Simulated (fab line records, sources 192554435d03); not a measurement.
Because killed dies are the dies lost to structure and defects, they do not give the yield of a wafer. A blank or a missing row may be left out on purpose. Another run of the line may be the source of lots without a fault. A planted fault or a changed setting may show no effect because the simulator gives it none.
Which tool is to blame? | flow n5 finfet | 10 lots, 30 wafers sampled, at 4 steps of a route of 1938

WHAT THE GAUGES READ, wafer by wafer
N5_BEOL_M7_INSPECT_13: inspects for defects (brightfield).
lot  | measured     | on                | raw defect count
L670 | day 9 17:07  | defect inspect-02 | 445 551 419
L671 | day 9 17:59  | defect inspect-01 | 384 354 301
L674 | day 9 22:28  | defect inspect-02 | 430 502 431
L675 | day 10 12:34 | defect inspect-02 | 232 410 272
L678 | day 11 06:01 | defect inspect-01 | 441 311 630
L685 | day 13 01:30 | defect inspect-01 | 435 468 471
L686 | day 13 01:32 | defect inspect-02 | 397 412 317
L689 | day 14 09:20 | defect inspect-01 | 471 375 469
L691 | day 14 18:49 | defect inspect-01 | 527 715 477
L692 | day 15 04:04 | defect inspect-02 | 601 558 514

N5_BEOL_M7_CD_MEAS_28: the cd target is 40 nm.
lot  | measured     | on        | cd nm (nm)
L670 | day 9 18:02  | cd sem-03 | 40.11 39.61 40.37
L671 | day 9 19:02  | cd sem-03 | 39.70 40.14 39.76
L674 | day 10 00:49 | cd sem-03 | 40.14 40.16 39.70
L675 | day 10 13:34 | cd sem-01 | 40.08 40.19 40.01
L678 | day 11 08:38 | cd sem-03 | 39.98 39.90 39.74
L685 | day 13 03:32 | cd sem-01 | 42.29 42.64 42.41
L686 | day 13 03:56 | cd sem-02 | 42.30 42.03 41.83
L689 | day 14 13:35 | cd sem-02 | 39.67 39.89 39.66
L691 | day 14 19:56 | cd sem-03 | 40.09 40.27 40.23
L692 | day 15 05:37 | cd sem-01 | 39.80 39.61 39.94

WHICH TOOL RAN EACH LOT (tool, then ch and the chambers of the sampled wafers, then the start)
lot  | N5_BEOL_M7_HM_DEP_02         | N5_BEOL_M7_EXPOSE_25
L670 | pvd sputter-01, day 9 16:34  | euv scanner-01 ch 0, day 9 17:55
L671 | pvd sputter-01, day 9 17:25  | euv scanner-02 ch 0, day 9 18:55
L674 | pvd sputter-01, day 9 21:55  | euv scanner-01 ch 0, day 10 00:41
L675 | pvd sputter-02, day 10 12:00 | euv scanner-01 ch 0, day 10 13:27
L678 | pvd sputter-03, day 11 05:28 | euv scanner-02 ch 0, day 11 08:29
L685 | pvd sputter-01, day 13 00:14 | euv scanner-01 ch 0, day 13 03:25
L686 | pvd sputter-01, day 13 00:56 | euv scanner-01 ch 0, day 13 03:49
L689 | pvd sputter-02, day 14 08:47 | euv scanner-02 ch 0, day 14 13:28
L691 | pvd sputter-01, day 14 18:23 | euv scanner-02 ch 0, day 14 19:48
L692 | pvd sputter-01, day 15 03:38 | euv scanner-02 ch 0, day 15 05:29
- N5_BEOL_M7_HM_DEP_02: deposits TiN, target thk 20 nm.
- N5_BEOL_M7_EXPOSE_25: exposes mask V6, target cd 40 nm.

WHAT THE TOOLS THEMSELVES READ (means of the sampled wafers that have a number; where no wafer has one, the mark that the record gives instead)
N5_BEOL_M7_HM_DEP_02.
lot  | tool           | substrate temp c (C) | throttle valve pct (%)
L670 | pvd sputter-01 | 24.97                | 30.9
L671 | pvd sputter-01 | 24.99                | 30.6
L674 | pvd sputter-01 | 25.06                | 30.7
L675 | pvd sputter-02 | 25.08                | 29.6
L678 | pvd sputter-03 | 24.93                | 29.8
L685 | pvd sputter-01 | 25.05                | 30.4
L686 | pvd sputter-01 | 25.04                | 30.6
L689 | pvd sputter-02 | 24.99                | 30.3
L691 | pvd sputter-01 | 24.98                | 29.6
L692 | pvd sputter-01 | 25.06                | 30.2

N5_BEOL_M7_EXPOSE_25.
lot  | tool           | exposure dose mJ cm2
L670 | euv scanner-01 | 42.46
L671 | euv scanner-02 | 42.30
L674 | euv scanner-01 | 42.36
L675 | euv scanner-01 | 42.50
L678 | euv scanner-02 | 42.32
L685 | euv scanner-01 | 48.07
L686 | euv scanner-01 | 46.95
L689 | euv scanner-02 | 42.37
L691 | euv scanner-02 | 42.30
L692 | euv scanner-02 | 42.31

THE ANSWER, worked out from the rows above alone
Rule: what is usual is taken from the lots themselves. Put in order of their means at a reading, lots are off if they are a third of the lots or fewer, leave a main group of 4 or more, and stand apart from it by a gap of 3 or more times the standard deviation of the main group's means; of several such gaps the widest counts. Not used: any main group whose means are identical at the precision the tables above print for the reading. Also off: a lot with no number at a reading for which 4 or more lots have one. Any other lot the step has rows for is counted as sound. The gauges are gone through in route order, then the tools' own readings, and for those a lot's mean is taken as printed above. The first step at which some lot is off is used, and at that step the reading that is off furthest; a lot without a number counts as furthest.
Off, at N5_BEOL_M7_CD_MEAS_28 on cd nm: L685, L686. The main group has a mean of 39.95 nm with a standard deviation of 0.15.
A tool fits if, at a process step before that reading, it ran every lot that is off, and no sound lot after the first of them. Not tried: the gauges at N5_BEOL_M7_CD_MEAS_28; whatever is off there is also off at N5_BEOL_M7_EXPOSE_25, on other tools, and gauge error can't account for it. One candidate fits, namely euv scanner-01 at N5_BEOL_M7_EXPOSE_25. Its last sound lot is L675 (day 10 13:27), its first lot that is off L685 (day 13 03:25): a fault that began between those two fits.
On the lots that are off, the tool's own readings at N5_BEOL_M7_EXPOSE_25 differ by more than 5 times the standard deviation of the sound lots' means, which bears it out; exposure dose mJ cm2 reads 47.51 there versus 42.37 on the sound lots.

WHAT WAS PUT IN BY THE SIMULATOR
Drift in process parameters on euv scanner-01 at N5_BEOL_M7_EXPOSE_25, starting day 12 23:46. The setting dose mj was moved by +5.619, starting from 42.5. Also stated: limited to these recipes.
Struck lots among those shown: L685, L686. This agrees with what the rule above found.
